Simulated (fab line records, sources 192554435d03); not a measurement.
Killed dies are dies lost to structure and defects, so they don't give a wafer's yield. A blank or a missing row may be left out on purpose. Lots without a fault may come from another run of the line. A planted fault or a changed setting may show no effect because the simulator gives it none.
Problem report in the 8D (eight disciplines) form, filled by code | flow n5_finfet | the parts of the form that need people (team, actions taken, sign-off) are left out

1. THE PROBLEM
killed_at_front_end at N5_PASSIVATION_PROBE_49 reads a mean of 140 on 1 wafer of 1 lot; wafers without a fault read 42 with a standard deviation of 12. That is +8.2 standard deviations from the usual mean.
First seen on wafer L428.5, day 16 08:48, on prober-02. The record holds 6 wafers of 3 lots with a number at this step. Rule for "out", or "out of limits": more than 4 standard deviations from the usual mean. The other wafers with a number count as sound.

2. WHAT IT IS AND WHAT IT IS NOT
question                    | is                                                                                                                      | is not
which readings at this step | killed_at_front_end, defect_limited_yield, killed_dies, killed_on_rim, sort_bin_5_function, sort_n_pass, sort_yield_pct | killed_at_M0_to_M3, killed_at_M4_up, killed_at_contacts, killed_at_other, killed_open, killed_short, sort_bin_6_memory, sort_bin_8_speed
which lots                  | L428                                                                                                                    | L414, L424
which wafers of those lots  | L428.5                                                                                                                  | L428.3, L428.6
read on which tools         | prober-02                                                                                                               | prober-01
when                        | from day 16 08:48                                                                                                       | up to then (4 sound wafers); but 1 sound wafer of L428 came after

3. SUSPECTS, AND WHAT RULES EACH OUT
Counting: a tool at a process step up to the reading stays a suspect if it ran every lot that is out. Sound lots after the first of them don't rule it out here, since some wafers of a struck lot are sound.
- wet_bench-01 at N5_PMOS_HMC_CHANNEL_EPI_PRECLEAN_18 (cleans in DHF, time 30 s): kept. It ran the lot that is out, L428 (day 5 12:17).
- pecvd-02 at N5_MIM_TOP_ETCH_PECVD_03 (deposits SiNx from SiH4/NH3/N2, target thk 20 nm, time 17.6 s): kept. It ran the lot that is out, L428 (day 15 23:29); its last sound lot up to then is L424 (day 14 12:17).
- prober-02 at N5_PASSIVATION_PROBE_49: kept. It ran the lot that is out, L428 (day 16 08:42); its last sound lot up to then is L414 (day 13 01:43). Its own readings are out on those wafers: defect_limited_yield, killed_at_front_end, killed_dies, killed_on_rim, sort_bin_5_function, sort_n_pass, sort_yield_pct.
Left after counting: wet_bench-01 at N5_PMOS_HMC_CHANNEL_EPI_PRECLEAN_18, pecvd-02 at N5_MIM_TOP_ETCH_PECVD_03, prober-02 at N5_PASSIVATION_PROBE_49.

4. THE CAUSE (what the simulator had put in)
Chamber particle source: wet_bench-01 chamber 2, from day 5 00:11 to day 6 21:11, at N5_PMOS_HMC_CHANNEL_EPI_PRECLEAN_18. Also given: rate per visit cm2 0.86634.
Counting left 3 suspects, and this tool is among them.

5. THE CHAIN OF EFFECTS, in route order
Each row: a reading whose mean over the struck wafers that have a number lies more than 3 standard deviations from the usual. Only readings for which the record gives a usual standard deviation are gone through. hours: the time from each lot's start at the first step in this table that gives one to its start at this step, as a median over the lots. sigmas: the change in usual standard deviations.
hours | step                    | reading              | usual  | on struck wafers | change | sigmas
0     | N5_PASSIVATION_PROBE_49 | defect_limited_yield | 91.0 % | 82.5             | -8.5   | -5.7
0     | N5_PASSIVATION_PROBE_49 | killed_at_front_end  | 42     | 140              | +98    | +8.2
0     | N5_PASSIVATION_PROBE_49 | killed_dies          | 106    | 206              | +100   | +5.9
0     | N5_PASSIVATION_PROBE_49 | killed_on_rim        | 14     | 32               | +18    | +4.2
0     | N5_PASSIVATION_PROBE_49 | sort_bin_5_function  | 5.2 %  | 10.4             | +5.2   | +5.5
0     | N5_PASSIVATION_PROBE_49 | sort_n_pass          | 1074   | 974              | -100   | -5.9
0     | N5_PASSIVATION_PROBE_49 | sort_yield_pct       | 91.0 % | 82.5             | -8.5   | -5.7
The process steps in it:
- N5_PASSIVATION_PROBE_49

6. WHAT WOULD HAVE CAUGHT IT SOONER
In this record the first reading out of limits was taken at day 16 08:48, 273 hours after the fault began at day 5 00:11.
All the lots that are out (1) had begun N5_PMOS_HMC_CHANNEL_EPI_PRECLEAN_18 on wet_bench-01 by day 16 08:48. A hold on the tool at that time would have spared none of them.
